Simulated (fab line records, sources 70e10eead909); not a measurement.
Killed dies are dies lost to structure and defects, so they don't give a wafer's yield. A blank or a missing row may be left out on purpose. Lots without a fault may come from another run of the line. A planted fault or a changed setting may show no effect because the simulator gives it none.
fab line records | flow nand_harc | part 1 of 2: steps 1 to 39 of 53
record lots=5 wafers=15 last_day=24
route steps=1159 shown P_ZERO_WELL@20 P_STI@69
lots that met no fault: from a run of the same line without faults
start_h: hours from the record's first day to the start of the lot's first wafer shown | wait_h: hours since the lot's step before | " the same as in the row above | L1.1+2: a row that stands for several wafers | - no value, or no start given | * or withheld: withheld | < > ~ a bound
route shown NAME@n: a module of which the file shows steps, and the number in the route of the first | usual: mean/standard deviation of fault-free wafers | same: alike in all rows | chamber/n: place in a boat | sites: the reading at each site | _std_site: their standard deviation | _edge_site: outer sites' mean less inner sites' | radius_mm: how far each site lies from the wafer's centre | mask NAME#n: copy n | behind: the tool/chamber that last shaped the wafer | hold: why the lot was held/for how many hours/how that ended | device: the transistor (n, p or np) that didn't switch | end of line: the same wafers' tests at the end of the route | a step without rows: its recipe alone | killed: dies lost to structure and defects at the first sort, not the wafer's yield | map: a wafer's dies, x killed, . not, _ none there
set.NAME: the setting as run; set.NAME@STEP: as run at that earlier step | model.NAME: the simulator's own value behind a step, which no gauge read
lots at some steps of the route; a table a step, a row a wafer
services: from which hour (start_h, from the record's first day; less than 0 if before it) a tool's chamber was out of use, for how many hours, and why
## steps
# step NHARC_P_ZERO_WELL_STRIP_15
# recipe time_s=900 temp_c=130 chemistry=SPM
# same time_s=900
# columns lot.wafer tool chamber start_h wait_h
L078.6+3+5 wet_bench-03 3,4,0 37.82 -
L081.4+3+5 wet_bench-09 1,2,5 55.81 -
L082.1+5+4 wet_bench-09 1,2,4 61.80 -
L088.1+4+5 wet_bench-09 0,2,4 97.96 -
L096.5+2+1 wet_bench-03 0,1,3 145.82 -
# step NHARC_P_ZERO_WELL_DEHYDRATE_16
# recipe temp_c=150 time_s=120
# same time_s=120
# columns lot.wafer tool chamber start_h wait_h
L078.3+5+6 litho_track-02 0 38.18 -
L081.3+4+5 litho_track-05 0 56.16 -
L082.1+4+5 litho_track-07 0 62.15 -
L088.1+4+5 litho_track-07 0 98.31 -
L096.1+2+5 litho_track-02 0 146.17 -
# step NHARC_P_ZERO_WELL_HMDS_17
# recipe time_s=30
# same time_s=30
# columns lot.wafer tool chamber start_h wait_h
L078.3+5+6 litho_track-02 0 - -
L081.3+4+5 litho_track-05 0 - -
L082.1+4+5 litho_track-07 0 - -
L088.1+4+5 litho_track-07 0 - -
L096.1+2+5 litho_track-02 0 - -
# step NHARC_P_ZERO_WELL_COAT_18
# recipe spin_rpm=withheld
# columns lot.wafer tool chamber start_h wait_h
L078.3+5+6 litho_track-02 0 - -
L081.3+4+5 litho_track-05 0 - -
L082.1+4+5 litho_track-07 0 - -
L088.1+4+5 litho_track-07 0 - -
L096.1+2+5 litho_track-02 0 - -
# step NHARC_P_ZERO_WELL_SOFTBAKE_19
# recipe temp_c=122 time_s=95
# same time_s=95
# columns lot.wafer tool chamber start_h wait_h
L078.3+5+6 litho_track-02 0 - -
L081.3+4+5 litho_track-05 0 - -
L082.1+4+5 litho_track-07 0 - -
L088.1+4+5 litho_track-07 0 - -
L096.1+2+5 litho_track-02 0 - -
# step NHARC_P_ZERO_WELL_EBR_20
# columns lot.wafer tool chamber start_h wait_h
L078.3+5+6 litho_track-02 0 - -
L081.3+4+5 litho_track-05 0 - -
L082.1+4+5 litho_track-07 0 - -
L088.1+4+5 litho_track-07 0 - -
L096.1+2+5 litho_track-02 0 - -
# step NHARC_P_ZERO_WELL_EXPOSE_21
# recipe na=0.6 target_cd_nm=720 dose_mj=22.31 mask_id=P_NWELL
# usual focus_offset_nm=0.0/0.49
# columns lot.wafer tool chamber start_h wait_h mask focus_offset_nm
L078.3 krf_scanner-01 0 38.34 - P_NWELL#0 1.2
L078.5 " 0 " " P_NWELL#0 0.7
L078.6 " 0 " " P_NWELL#0 0.3
L081.3 krf_scanner-01 0 56.44 - P_NWELL#0 0.3
L081.4 " 0 " " P_NWELL#0 -0.5
L081.5 " 0 " " P_NWELL#0 0.4
L082.1 krf_scanner-01 0 62.30 - P_NWELL#0 0.1
L082.4 " 0 " " P_NWELL#0 -0.1
L082.5 " 0 " " P_NWELL#0 0.3
L088.1 krf_scanner-04 0 98.45 - P_NWELL#0 0.3
L088.4 " 0 " " P_NWELL#0 -0.5
L088.5 " 0 " " P_NWELL#0 0.4
L096.1 krf_scanner-04 0 146.44 - P_NWELL#0 0.0
L096.2 " 0 " " P_NWELL#0 0.5
L096.5 " 0 " " P_NWELL#0 0.5
# step NHARC_P_ZERO_WELL_PEB_22
# recipe peb_temp_c=118 peb_time_s=85
# columns lot.wafer tool chamber start_h wait_h
L078.3+5+6 litho_track-07 0 38.40 0.1
L081.3+4+5 litho_track-07 0 56.50 0.1
L082.1+4+5 litho_track-02 0 62.37 0.1
L088.1+4+5 litho_track-05 0 98.52 0.1
L096.1+2+5 litho_track-07 0 146.51 0.1
# step NHARC_P_ZERO_WELL_DEVELOP_23
# recipe time_s=70
# same time_s=70
# columns lot.wafer tool chamber start_h wait_h
L078.3+5+6 litho_track-07 0 - -
L081.3+4+5 litho_track-07 0 - -
L082.1+4+5 litho_track-02 0 - -
L088.1+4+5 litho_track-05 0 - -
L096.1+2+5 litho_track-07 0 - -
# step NHARC_P_ZERO_WELL_CD_MEAS_24
# recipe target_cd_nm=720 landing_energy_ev=500
# usual cd_nm=720.3/1.6
# columns lot.wafer tool chamber start_h wait_h cd_nm
L078.3 cd_sem-02 0 38.49 - 721.4
L078.5 " 0 " " 721.2
L078.6 " 0 " " 721.3
L081.3 cd_sem-01 0 56.59 - 720.6
L081.4 " 0 " " 722.8
L081.5 " 0 " " 723.6
L082.1 cd_sem-03 0 62.46 - 718.3
L082.4 " 0 " " 720.1
L082.5 " 0 " " 718.2
L088.1 cd_sem-01 0 98.61 - 719.9
L088.4 " 0 " " 722.2
L088.5 " 0 " " 719.3
L096.1 cd_sem-03 0 146.61 - 722.8
L096.2 " 0 " " 720.3
L096.5 " 0 " " 720.1
# step NHARC_P_ZERO_WELL_HARDBAKE_25
# recipe temp_c=125 time_s=80
# same time_s=80
# columns lot.wafer tool chamber start_h wait_h
L078.3+5+6 litho_track-05 0 38.57 -
L081.3+4+5 litho_track-05 0 56.67 -
L082.1+4+5 litho_track-02 0 62.54 -
L088.1+4+5 litho_track-05 0 98.69 -
L096.1+2+5 litho_track-05 0 146.69 -
# step NHARC_P_ZERO_WELL_DESCUM_26
# recipe time_s=3 o2_flow_sccm=200 ar_flow_sccm=0 bias_power_w=0 chemistry=O2
# usual drypump_motor_current_A=5.5/0.54 oes_product_au=0.996/0.0099 rf_vpp_V=57.6/0.79 showerhead_plenum_p_Torr=1.86/0.062 throttle_valve_pct=11.312/0.0093
# same time_s=3
# columns lot.wafer tool chamber start_h wait_h drypump_motor_current_A oes_product_au rf_hours_counter_h rf_vpp_V showerhead_plenum_p_Torr throttle_valve_pct
L078.3 rie_diel-05 0 38.66 - 5.0 1.010 2.4 57.0 1.88 11.321
L078.6 " 3 " " 6.1 1.001 - 57.5 1.82 11.310
L078.5 " 0 " " 5.0 1.004 - 57.0 1.88 11.325
L081.3 rie_diel-05 1 56.76 - 5.2 0.996 3.2 58.7 1.87 11.316
L081.4 " 3 " " 6.0 0.995 3.6 57.0 1.82 11.304
L081.5 " 1 " " 5.2 0.990 - 55.7 1.87 11.307
L082.1 rie_diel-05 0 62.63 - 5.0 0.992 4.3 57.5 1.88 11.307
L082.4 " 1 " " 5.2 1.002 4.3 57.1 1.87 11.307
L082.5 " 3 " " 6.0 0.999 - 57.0 1.82 11.303
L088.4 rie_diel-05 3 98.78 - 6.0 0.986 6.1 57.0 1.82 11.318
L088.1 " 0 " " 5.0 1.008 6.4 57.2 1.87 11.314
L088.5 " 2 " " 5.4 0.980 - 56.8 1.93 11.306
L096.2 rie_diel-05 3 146.79 - 6.1 0.988 8.3 57.3 1.82 11.308
L096.1 " 0 " " 5.0 0.997 8.5 57.2 1.87 11.314
L096.5 " 1 " " 5.2 0.999 - 57.2 1.87 11.300
# step NHARC_P_ZERO_WELL_IMPLANT_27
# recipe energy_kev=600 dose_cm2=1e+13 tilt_deg=7
# same implant_ion_amu=31
# columns lot.wafer tool chamber start_h wait_h
L078.3+5+6 implanter-02 0 38.85 0.2
L081.3+4+5 implanter-01 0 56.95 0.2
L082.1+4+5 implanter-02 0 62.78 0.1
L088.1+4+5 implanter-02 0 98.91 0.1
L096.1+2+5 implanter-01 0 146.93 0.1
# step NHARC_P_ZERO_WELL_IMPLANT_57
# recipe energy_kev=250 dose_cm2=4e+12 tilt_deg=7
# same implant_ion_amu=31
# columns lot.wafer tool chamber start_h wait_h
L078.3+5+6 implanter-02 0 39.04 0.2
L081.3+4+5 implanter-01 0 57.13 0.1
L082.1+4+5 implanter-02 0 62.95 0.1
L088.1+4+5 implanter-02 0 99.09 0.2
L096.1+2+5 implanter-01 0 147.11 0.2
# step NHARC_P_ZERO_WELL_IMPLANT_58
# recipe energy_kev=100 dose_cm2=2e+12 tilt_deg=7
# same implant_ion_amu=75
# columns lot.wafer tool chamber start_h wait_h
L078.3+5+6 implanter-02 0 39.22 0.2
L081.3+4+5 implanter-01 0 57.31 0.2
L082.1+4+5 implanter-02 0 63.13 0.1
L088.1+4+5 implanter-02 0 99.27 0.1
L096.1+2+5 implanter-01 0 147.29 0.1
# step NHARC_P_ZERO_WELL_STRIP_28
# recipe time_s=840 temp_c=130 chemistry=SPM
# same time_s=840
# columns lot.wafer tool chamber start_h wait_h
L078.5+3+6 wet_bench-03 1,3,5 39.37 0.1
L081.5+3+4 wet_bench-04 0,3,4 57.48 0.1
L082.5+1+4 wet_bench-09 7,0,1 63.35 0.1
L088.5+4+1 wet_bench-09 5,6,1 99.50 0.1
L096.1+2+5 wet_bench-09 3,4,6 147.52 0.2
# step NHARC_P_ZERO_WELL_DEHYDRATE_29
# recipe temp_c=150 time_s=120
# same time_s=120
# columns lot.wafer tool chamber start_h wait_h
L078.3+5+6 litho_track-05 0 39.70 -
L081.3+4+5 litho_track-07 0 57.81 -
L082.1+4+5 litho_track-07 0 63.68 -
L088.1+4+5 litho_track-02 0 99.82 -
L096.1+2+5 litho_track-07 0 147.85 -
# step NHARC_P_ZERO_WELL_HMDS_30
# recipe time_s=30
# same time_s=30
# columns lot.wafer tool chamber start_h wait_h
L078.3+5+6 litho_track-05 0 - -
L081.3+4+5 litho_track-07 0 - -
L082.1+4+5 litho_track-07 0 - -
L088.1+4+5 litho_track-02 0 - -
L096.1+2+5 litho_track-07 0 - -
# step NHARC_P_ZERO_WELL_COAT_31
# recipe spin_rpm=withheld
# columns lot.wafer tool chamber start_h wait_h
L078.3+5+6 litho_track-05 0 - -
L081.3+4+5 litho_track-07 0 - -
L082.1+4+5 litho_track-07 0 - -
L088.1+4+5 litho_track-02 0 - -
L096.1+2+5 litho_track-07 0 - -
# step NHARC_P_ZERO_WELL_SOFTBAKE_32
# recipe temp_c=122 time_s=95
# same time_s=95
# columns lot.wafer tool chamber start_h wait_h
L078.3+5+6 litho_track-05 0 - -
L081.3+4+5 litho_track-07 0 - -
L082.1+4+5 litho_track-07 0 - -
L088.1+4+5 litho_track-02 0 - -
L096.1+2+5 litho_track-07 0 - -
# step NHARC_P_ZERO_WELL_EBR_33
# columns lot.wafer tool chamber start_h wait_h
L078.3+5+6 litho_track-05 0 - -
L081.3+4+5 litho_track-07 0 - -
L082.1+4+5 litho_track-07 0 - -
L088.1+4+5 litho_track-02 0 - -
L096.1+2+5 litho_track-07 0 - -
# step NHARC_P_ZERO_WELL_EXPOSE_34
# recipe na=0.6 target_cd_nm=720 dose_mj=22.31 mask_id=P_PWELL
# usual focus_offset_nm=-0.1/0.54
# columns lot.wafer tool chamber start_h wait_h mask focus_offset_nm
L078.3 krf_scanner-04 0 39.86 - P_PWELL#0 0.6
L078.5 " 0 " " P_PWELL#0 -0.1
L078.6 " 0 " " P_PWELL#0 0.5
L081.3 krf_scanner-01 0 58.09 - P_PWELL#0 0.5
L081.4 " 0 " " P_PWELL#0 -0.2
L081.5 " 0 " " P_PWELL#0 0.2
L082.1 krf_scanner-01 0 63.82 - P_PWELL#0 -0.5
L082.4 " 0 " " P_PWELL#0 -0.3
L082.5 " 0 " " P_PWELL#0 0.7
L088.1 krf_scanner-02 0 99.96 - P_PWELL#0 0.2
L088.4 " 0 " " P_PWELL#0 -0.2
L088.5 " 0 " " P_PWELL#0 0.0
L096.1 krf_scanner-01 0 148.12 - P_PWELL#0 -0.5
L096.2 " 0 " " P_PWELL#0 -1.1
L096.5 " 0 " " P_PWELL#0 -0.5
# step NHARC_P_ZERO_WELL_PEB_35
# recipe peb_temp_c=118 peb_time_s=85
# columns lot.wafer tool chamber start_h wait_h
L078.3+5+6 litho_track-05 0 39.92 0.1
L081.3+4+5 litho_track-07 0 58.15 0.1
L082.1+4+5 litho_track-02 0 63.89 0.1
L088.1+4+5 litho_track-02 0 100.03 0.1
L096.1+2+5 litho_track-02 0 148.19 0.1
# step NHARC_P_ZERO_WELL_DEVELOP_36
# recipe time_s=70
# same time_s=70
# columns lot.wafer tool chamber start_h wait_h
L078.3+5+6 litho_track-05 0 - -
L081.3+4+5 litho_track-07 0 - -
L082.1+4+5 litho_track-02 0 - -
L088.1+4+5 litho_track-02 0 - -
L096.1+2+5 litho_track-02 0 - -
# step NHARC_P_ZERO_WELL_CD_MEAS_37
# recipe target_cd_nm=720 landing_energy_ev=500
# usual cd_nm=718.9/1.9
# columns lot.wafer tool chamber start_h wait_h cd_nm
L078.3 cd_sem-01 0 40.01 - 716.6
L078.5 " 0 " " 718.8
L078.6 " 0 " " 717.2
L081.3 cd_sem-03 0 58.25 - 719.7
L081.4 " 0 " " 722.2
L081.5 " 0 " " 719.1
L082.1 cd_sem-01 0 63.98 - 719.3
L082.4 " 0 " " 719.2
L082.5 " 0 " " 717.9
L088.1 cd_sem-01 0 100.12 - 720.2
L088.4 " 0 " " 719.3
L088.5 " 0 " " 718.7
L096.1 cd_sem-03 0 148.28 - 718.9
L096.2 " 0 " " 718.8
L096.5 " 0 " " 716.5
# step NHARC_P_ZERO_WELL_HARDBAKE_38
# recipe temp_c=125 time_s=80
# same time_s=80
# columns lot.wafer tool chamber start_h wait_h
L078.3+5+6 litho_track-05 0 40.09 -
L081.3+4+5 litho_track-02 0 58.33 -
L082.1+4+5 litho_track-02 0 64.06 -
L088.1+4+5 litho_track-05 0 100.20 -
L096.1+2+5 litho_track-02 0 148.36 -
# step NHARC_P_ZERO_WELL_DESCUM_39
# recipe time_s=3 o2_flow_sccm=200 ar_flow_sccm=0 bias_power_w=0 chemistry=O2
# usual drypump_motor_current_A=5.5/0.52 oes_product_au=0.997/0.01 rf_vpp_V=57.6/0.77 showerhead_plenum_p_Torr=1.86/0.06 throttle_valve_pct=11.311/0.009
# same time_s=3
# columns lot.wafer tool chamber start_h wait_h drypump_motor_current_A oes_product_au rf_hours_counter_h rf_vpp_V showerhead_plenum_p_Torr throttle_valve_pct
L078.3 rie_diel-05 1 40.20 - 5.2 1.007 2.3 57.0 1.87 11.297
L078.5 " 2 " " 5.3 0.982 - 57.7 1.93 11.318
L078.6 " 3 " " 6.0 0.986 - 57.6 1.82 11.317
L081.3 rie_diel-06 2 58.41 - 5.8 1.003 9.9 57.1 1.82 11.310
L081.4 " 0 " " 5.8 1.014 9.6 58.1 1.89 11.308
L081.5 " 2 " " 5.8 0.995 - 56.8 1.82 11.306
L082.4 rie_diel-06 0 64.16 - 5.8 1.008 9.7 59.3 1.89 11.319
L082.1 " 1 " " 6.3 0.982 9.8 57.0 1.79 11.325
L082.5 " 3 " " 4.7 0.995 - 57.5 2.00 11.311
L088.1 rie_diel-05 2 100.30 - 5.4 0.992 6.2 58.1 1.93 11.315
L088.4 " 3 " " 6.1 0.989 6.1 57.2 1.82 11.311
L088.5 " 0 " " 5.0 0.999 - 56.4 1.87 11.306
L096.1 rie_diel-06 0 148.46 - 5.8 1.001 6.4 58.9 1.89 11.316
L096.2 " 2 " " 5.8 0.980 6.5 57.8 1.82 11.318
L096.5 " 0 " " 5.8 1.000 - 57.9 1.89 11.303
# step NHARC_P_ZERO_WELL_IMPLANT_40
# recipe energy_kev=300 dose_cm2=1e+13 tilt_deg=7
# same implant_ion_amu=11
# columns lot.wafer tool chamber start_h wait_h
L078.3+5+6 implanter-01 0 40.38 0.2
L081.3+4+5 implanter-01 0 58.61 0.2
L082.1+4+5 implanter-02 0 64.29 0.1
L088.1+4+5 implanter-01 0 100.43 0.1
L096.1+2+5 implanter-02 0 148.59 0.1
# step NHARC_P_ZERO_WELL_IMPLANT_59
# recipe energy_kev=120 dose_cm2=5e+12 tilt_deg=7
# same implant_ion_amu=11
# columns lot.wafer tool chamber start_h wait_h
L078.3+5+6 implanter-01 0 40.56 0.1
L081.3+4+5 implanter-01 0 58.79 0.1
L082.1+4+5 implanter-02 0 64.47 0.2
L088.1+4+5 implanter-01 0 100.61 0.2
L096.1+2+5 implanter-02 0 148.77 0.2
# step NHARC_P_ZERO_WELL_IMPLANT_60
# recipe energy_kev=30 dose_cm2=2e+12 tilt_deg=7
# same implant_ion_amu=11
# columns lot.wafer tool chamber start_h wait_h
L078.3+5+6 implanter-01 0 40.74 0.1
L081.3+4+5 implanter-01 0 58.97 0.1
L082.1+4+5 implanter-02 0 64.65 0.2
L088.1+4+5 implanter-01 0 100.80 0.2
L096.1+2+5 implanter-02 0 148.95 0.1
# step NHARC_P_ZERO_WELL_STRIP_41
# recipe time_s=840 temp_c=130 chemistry=SPM
# same time_s=840
# columns lot.wafer tool chamber start_h wait_h
L078.3+6+5 wet_bench-09 3,4,7 40.90 0.1
L081.4+5+3 wet_bench-09 6,0,3 59.12 0.1
L082.5+4+1 wet_bench-04 0,2,3 64.90 0.1
L088.1+5+4 wet_bench-04 0,1,3 101.02 0.2
L096.5+2+1 wet_bench-04 2,4,7 149.16 0.1
# step NHARC_P_ZERO_WELL_DEHYDRATE_44
# recipe temp_c=150 time_s=120
# same time_s=120
# columns lot.wafer tool chamber start_h wait_h
L078.3+5+6 litho_track-02 0 41.23 -
L081.3+4+5 litho_track-05 0 59.45 -
L082.1+4+5 litho_track-07 0 65.22 -
L088.1+4+5 litho_track-02 0 101.38 -
L096.1+2+5 litho_track-07 0 149.54 -
# step NHARC_P_ZERO_WELL_HMDS_45
# recipe time_s=30
# same time_s=30
# columns lot.wafer tool chamber start_h wait_h
L078.3+5+6 litho_track-02 0 - -
L081.3+4+5 litho_track-05 0 - -
L082.1+4+5 litho_track-07 0 - -
L088.1+4+5 litho_track-02 0 - -
L096.1+2+5 litho_track-07 0 - -
# step NHARC_P_ZERO_WELL_COAT_46
# recipe spin_rpm=withheld
# columns lot.wafer tool chamber start_h wait_h
L078.3+5+6 litho_track-02 0 - -
L081.3+4+5 litho_track-05 0 - -
L082.1+4+5 litho_track-07 0 - -
L088.1+4+5 litho_track-02 0 - -
L096.1+2+5 litho_track-07 0 - -
# step NHARC_P_ZERO_WELL_SOFTBAKE_47
# recipe temp_c=122 time_s=95
# same time_s=95
# columns lot.wafer tool chamber start_h wait_h
L078.3+5+6 litho_track-02 0 - -
L081.3+4+5 litho_track-05 0 - -
L082.1+4+5 litho_track-07 0 - -
L088.1+4+5 litho_track-02 0 - -
L096.1+2+5 litho_track-07 0 - -
# step NHARC_P_ZERO_WELL_EBR_48
# columns lot.wafer tool chamber start_h wait_h
L078.3+5+6 litho_track-02 0 - -
L081.3+4+5 litho_track-05 0 - -
L082.1+4+5 litho_track-07 0 - -
L088.1+4+5 litho_track-02 0 - -
L096.1+2+5 litho_track-07 0 - -
# step NHARC_P_ZERO_WELL_EXPOSE_49
# recipe na=0.6 target_cd_nm=2000 dose_mj=22.64 mask_id=P_HVPW
# usual focus_offset_nm=-0.1/0.44
# columns lot.wafer tool chamber start_h wait_h mask focus_offset_nm
L078.3 krf_scanner-01 0 41.39 - P_HVPW#0 0.5
L078.5 " 0 " " P_HVPW#0 0.4
L078.6 " 0 " " P_HVPW#0 0.6
L081.3 krf_scanner-01 0 59.73 - P_HVPW#0 0.4
L081.4 " 0 " " P_HVPW#0 0.8
L081.5 " 0 " " P_HVPW#0 -1.1
L082.1 krf_scanner-02 0 65.49 - P_HVPW#0 -0.3
L082.4 " 0 " " P_HVPW#0 -0.7
L082.5 " 0 " " P_HVPW#0 -0.5
L088.1 krf_scanner-02 0 101.65 - P_HVPW#0 0.3
L088.4 " 0 " " P_HVPW#0 0.1
L088.5 " 0 " " P_HVPW#0 0.0
L096.1 krf_scanner-01 0 149.69 - P_HVPW#0 -0.2
L096.2 " 0 " " P_HVPW#0 -0.1
L096.5 " 0 " " P_HVPW#0 0.1
# step NHARC_P_ZERO_WELL_PEB_50
# recipe peb_temp_c=118 peb_time_s=85
# columns lot.wafer tool chamber start_h wait_h
L078.3+5+6 litho_track-02 0 41.44 0.1
L081.3+4+5 litho_track-05 0 59.79 0.0
L082.1+4+5 litho_track-07 0 65.55 0.1
L088.1+4+5 litho_track-02 0 101.72 0.1
L096.1+2+5 litho_track-02 0 149.75 0.1
# step NHARC_P_ZERO_WELL_DEVELOP_51
# recipe time_s=70
# same time_s=70
# columns lot.wafer tool chamber start_h wait_h
L078.3+5+6 litho_track-02 0 - -
L081.3+4+5 litho_track-05 0 - -
L082.1+4+5 litho_track-07 0 - -
L088.1+4+5 litho_track-02 0 - -
L096.1+2+5 litho_track-02 0 - -
